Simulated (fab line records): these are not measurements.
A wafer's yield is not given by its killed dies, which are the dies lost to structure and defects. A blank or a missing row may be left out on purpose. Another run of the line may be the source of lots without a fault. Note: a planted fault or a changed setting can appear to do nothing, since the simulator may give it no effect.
Check for tools in common / flow nand harc / Sample size 13 lots and 39 wafers

## REASON FOR OPENING
At NHARC_A_ONON_D1_THK_MEAS_11 the reading thk nm is flagged on 2 of 13 lots. Wafers without a fault read 998 nm, standard deviation 8.
Rule: a lot is flagged when every wafer of it that has a number lies more than 4 standard deviations from that mean, or none has a number. The other lots count as sound.

lot=L452; measured=day 8 11:47; on=film metro-02; thk nm (nm), wafer by wafer=988 991 992; flag=
lot=L454; measured=day 9 02:23; on=film metro-01; thk nm (nm), wafer by wafer=991 991 991; flag=
lot=L455; measured=day 9 12:53; on=film metro-02; thk nm (nm), wafer by wafer=984 985 985; flag=
lot=L457; measured=day 9 23:25; on=film metro-02; thk nm (nm), wafer by wafer=990 991 989; flag=
lot=L459; measured=day 10 17:12; on=film metro-01; thk nm (nm), wafer by wafer=996 997 995; flag=
lot=L461; measured=day 11 14:01; on=film metro-01; thk nm (nm), wafer by wafer=1723 1722 1722; flag=FLAGGED
lot=L464; measured=day 12 17:30; on=film metro-01; thk nm (nm), wafer by wafer=1731 1731 1730; flag=FLAGGED
lot=L469; measured=day 14 21:53; on=film metro-02; thk nm (nm), wafer by wafer=992 993 991; flag=
lot=L470; measured=day 15 06:38; on=film metro-02; thk nm (nm), wafer by wafer=1001 1000 1000; flag=
lot=L471; measured=day 15 13:28; on=film metro-01; thk nm (nm), wafer by wafer=1000 1002 1000; flag=
lot=L472; measured=day 16 08:46; on=film metro-02; thk nm (nm), wafer by wafer=999 999 1002; flag=
lot=L473; measured=day 16 12:56; on=film metro-02; thk nm (nm), wafer by wafer=992 993 993; flag=
lot=L475; measured=day 17 13:16; on=film metro-01; thk nm (nm), wafer by wafer=1010 1010 1010; flag=
Average over the flagged lots: 1726 nm; offset from the usual +728 nm, equal to +91 standard deviations.

## WHICH TOOL RAN EACH LOT
Before the reading, the record contains 2 process steps out of a 1302-step route. Cell contents, in order: the tool; ch with the chambers the sampled wafers went through; the start.
lot=L452; flag=; NHARC_P_BONDPAD_PRE_CLEAN_26=pvd sputter-03, day 7 07:24 or earlier; NHARC_A_ONON_D1_DEP_09=pecvd onon-02 ch 0, day 8 11:24
lot=L454; flag=; NHARC_P_BONDPAD_PRE_CLEAN_26=pvd sputter-03, day 7 23:54 or earlier; NHARC_A_ONON_D1_DEP_09=pecvd onon-03 ch 0, day 9 01:52
lot=L455; flag=; NHARC_P_BONDPAD_PRE_CLEAN_26=pvd sputter-01, day 8 11:46 or earlier; NHARC_A_ONON_D1_DEP_09=pecvd onon-04 ch 0, day 9 12:26
lot=L457; flag=; NHARC_P_BONDPAD_PRE_CLEAN_26=pvd sputter-02, day 8 22:34 or earlier; NHARC_A_ONON_D1_DEP_09=pecvd onon-03 ch 0, day 9 22:54
lot=L459; flag=; NHARC_P_BONDPAD_PRE_CLEAN_26=pvd sputter-01, day 9 13:26 or earlier; NHARC_A_ONON_D1_DEP_09=pecvd onon-02 ch 0, day 10 16:41
lot=L461; flag=FLAGGED; NHARC_P_BONDPAD_PRE_CLEAN_26=pvd sputter-02, day 10 12:50 or earlier; NHARC_A_ONON_D1_DEP_09=pecvd onon-02 ch 0, day 11 13:33
lot=L464; flag=FLAGGED; NHARC_P_BONDPAD_PRE_CLEAN_26=pvd sputter-01, day 11 14:07 or earlier; NHARC_A_ONON_D1_DEP_09=pecvd onon-02 ch 0, day 12 16:59
lot=L469; flag=; NHARC_P_BONDPAD_PRE_CLEAN_26=pvd sputter-01, day 13 18:10 or earlier; NHARC_A_ONON_D1_DEP_09=pecvd onon-03 ch 0, day 14 21:23
lot=L470; flag=; NHARC_P_BONDPAD_PRE_CLEAN_26=pvd sputter-01, day 14 04:05 or earlier; NHARC_A_ONON_D1_DEP_09=pecvd onon-02 ch 0, day 15 06:08
lot=L471; flag=; NHARC_P_BONDPAD_PRE_CLEAN_26=pvd sputter-03, day 14 12:52 or earlier; NHARC_A_ONON_D1_DEP_09=pecvd onon-03 ch 0, day 15 12:58
lot=L472; flag=; NHARC_P_BONDPAD_PRE_CLEAN_26=pvd sputter-02, day 15 07:43 or earlier; NHARC_A_ONON_D1_DEP_09=pecvd onon-03 ch 0, day 16 08:16
lot=L473; flag=; NHARC_P_BONDPAD_PRE_CLEAN_26=pvd sputter-02, day 15 12:29 or earlier; NHARC_A_ONON_D1_DEP_09=pecvd onon-04 ch 0, day 16 12:26
lot=L475; flag=; NHARC_P_BONDPAD_PRE_CLEAN_26=pvd sputter-03, day 16 07:57 or earlier; NHARC_A_ONON_D1_DEP_09=pecvd onon-02 ch 0, day 17 12:45
These steps, and what they do:
- NHARC_P_BONDPAD_PRE_CLEAN_26: time 30 s.
- NHARC_A_ONON_D1_DEP_09: target thk 1000 nm.
- NHARC_A_ONON_D1_THK_MEAS_11: measures by ellipsometry.

## FLAGGED OVER TOTAL, TOOL BY TOOL (the gauges that took the reading come last)
step=NHARC_P_BONDPAD_PRE_CLEAN_26; tool=pvd sputter-01; lots run=5; flagged=1; share of the flagged lots=some; sound lots run after its first flagged lot=2 (L469,L470)
step=NHARC_P_BONDPAD_PRE_CLEAN_26; tool=pvd sputter-02; lots run=4; flagged=1; share of the flagged lots=some; sound lots run after its first flagged lot=2 (L472,L473)
step=NHARC_P_BONDPAD_PRE_CLEAN_26; tool=pvd sputter-03; lots run=4; flagged=0; share of the flagged lots=none; sound lots run after its first flagged lot=-
step=NHARC_A_ONON_D1_DEP_09; tool=pecvd onon-02; lots run=6; flagged=2; share of the flagged lots=all; sound lots run after its first flagged lot=2 (L470,L475)
step=NHARC_A_ONON_D1_DEP_09; tool=pecvd onon-03; lots run=5; flagged=0; share of the flagged lots=none; sound lots run after its first flagged lot=-
step=NHARC_A_ONON_D1_DEP_09; tool=pecvd onon-04; lots run=2; flagged=0; share of the flagged lots=none; sound lots run after its first flagged lot=-
step=NHARC_A_ONON_D1_THK_MEAS_11; tool=film metro-01; lots run=6; flagged=2; share of the flagged lots=all; sound lots run after its first flagged lot=2 (L471,L475)
step=NHARC_A_ONON_D1_THK_MEAS_11; tool=film metro-02; lots run=7; flagged=0; share of the flagged lots=none; sound lots run after its first flagged lot=-
Because NHARC_P_BONDPAD_PRE_CLEAN_26 lacks a start for some lots, the hours and order of its lots are taken from NHARC_A_START_INSPECT_01.

## WHAT THE TABLE ALLOWS
Rows of the table that ran all the flagged lots, 2 in number: pecvd onon-02 at NHARC_A_ONON_D1_DEP_09; film metro-01 at NHARC_A_ONON_D1_THK_MEAS_11.
- pecvd onon-02 at NHARC_A_ONON_D1_DEP_09 ran 6 lots, 2 of them flagged. Sound lots ran on it after the first flagged one (L470, L475), which a lasting fault on the whole tool wouldn't allow.
- film metro-01 at NHARC_A_ONON_D1_THK_MEAS_11 ran 6 lots, 2 of them flagged. Sound lots ran on it after the first flagged one (L471, L475), which a lasting fault on the whole tool wouldn't allow.
Every row of the table either missed a flagged lot or ran a sound lot after the first.

## WHAT HAD BEEN PUT IN BY THE SIMULATOR
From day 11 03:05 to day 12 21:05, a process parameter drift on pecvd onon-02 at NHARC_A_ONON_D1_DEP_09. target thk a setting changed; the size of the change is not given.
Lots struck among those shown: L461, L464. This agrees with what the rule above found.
